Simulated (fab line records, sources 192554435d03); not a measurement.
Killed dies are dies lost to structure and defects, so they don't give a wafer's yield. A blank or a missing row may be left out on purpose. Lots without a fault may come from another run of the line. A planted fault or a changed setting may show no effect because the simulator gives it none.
One fault seen from 2 desks | flow n5_finfet | each desk has only its own numbers; what lay behind them comes last

THE TOOL OWNER'S DESK: pecvd-02
The tool's own readings at N5_BEOL_M1_PECVD_72 (deposits SiO2 from TEOS/O2, target thk 16 nm, time 18 s): means of the sampled wafers that have a number, for each lot that ran on this tool. A lot is out of limits, marked OUT, if its mean lies more than 4 standard deviations from the usual mean; the brackets give that distance.
Columns: A = heater_power_w at N5_BEOL_M1_PECVD_72, usual 661 W; B = rf_fwd_power_W at N5_BEOL_M1_PECVD_72, usual 444.4 W; C = showerhead_plenum_p_Torr at N5_BEOL_M1_PECVD_72, usual 8.77 Torr; D = throttle_valve_pct at N5_BEOL_M1_PECVD_72, usual 23.4 %
lot  | first seen here | A   | B     | C    | D
L364 | day 5 22:16     | 599 | 444.4 | 8.73 | 23.6
L370 | day 7 07:37     | 640 | 444.6 | 8.73 | 23.6
L372 | day 8 01:56     | 674 | 443.6 | 8.70 | 23.4
L373 | day 8 09:18     | 669 | 444.8 | 8.70 | 23.4
L376 | day 8 23:44     | 627 | 444.6 | 8.75 | 23.3
L386 | day 11 22:05    | 655 | 445.1 | 8.74 | 23.9
This desk's finding: nothing out of limits on any of the 6 lots.

THE METROLOGY DESK
What the gauges read, lot by lot, whatever tool the lot ran on: means of the sampled wafers that have a number. A lot is out of limits, marked OUT, if its mean lies more than 4 standard deviations from the usual mean; the brackets give that distance. Of its 10 readings 7 are shown: those that lie furthest out on some lot.
Columns: A = DIBL_N at N5_BEOL_M4_RC_MEAS_101, usual 35.9 mV/V; B = IOFF_N at N5_BEOL_M4_RC_MEAS_101, usual 0.156 nA/um; C = ION_P at N5_BEOL_M4_RC_MEAS_101, usual 463 uA/um; D = SS_N at N5_BEOL_M4_RC_MEAS_101, usual 71.4 mV/dec; E = SS_P at N5_BEOL_M4_RC_MEAS_101, usual 73.1 mV/dec; F = VT_N at N5_BEOL_M4_RC_MEAS_101, usual 249.7 mV; G = VT_P at N5_BEOL_M4_RC_MEAS_101, usual -250.2 mV
lot  | first seen here | A    | B     | C   | D    | E    | F     | G
L364 | day 7 11:56     | 36.3 | 0.157 | 466 | 71.1 | 73.5 | 251.2 | -249.4
L370 | day 9 07:47     | 33.8 | 0.121 | 463 | 70.7 | 72.4 | 253.7 | -250.7
L371 | day 9 13:36     | 35.8 | 0.149 | 471 | 71.7 | 72.7 | 249.5 | -246.4
L372 | day 10 06:52    | 36.1 | 0.140 | 459 | 71.9 | 72.9 | 251.2 | -250.0
L373 | day 10 09:53    | 35.4 | 0.142 | 459 | 70.5 | 73.1 | 252.1 | -251.8
L374 | day 10 13:04    | 37.5 | 0.181 | 469 | 71.1 | 73.3 | 246.4 | -249.4
L376 | day 10 16:58    | 35.2 | 0.149 | 469 | 71.2 | 73.5 | 249.5 | -249.9
L385 | day 13 05:27    | 38.2 | 0.173 | 461 | 71.9 | 74.1 | 248.4 | -248.9
L386 | day 14 02:27    | 35.3 | 0.128 | 466 | 71.1 | 72.9 | 252.4 | -249.9
This desk's finding: nothing out of limits on any of the 9 lots.

PUT TOGETHER
The tool owner's desk saw nothing out of limits.
The metrology desk saw nothing out of limits.

WHAT THE SIMULATOR HAD PUT IN
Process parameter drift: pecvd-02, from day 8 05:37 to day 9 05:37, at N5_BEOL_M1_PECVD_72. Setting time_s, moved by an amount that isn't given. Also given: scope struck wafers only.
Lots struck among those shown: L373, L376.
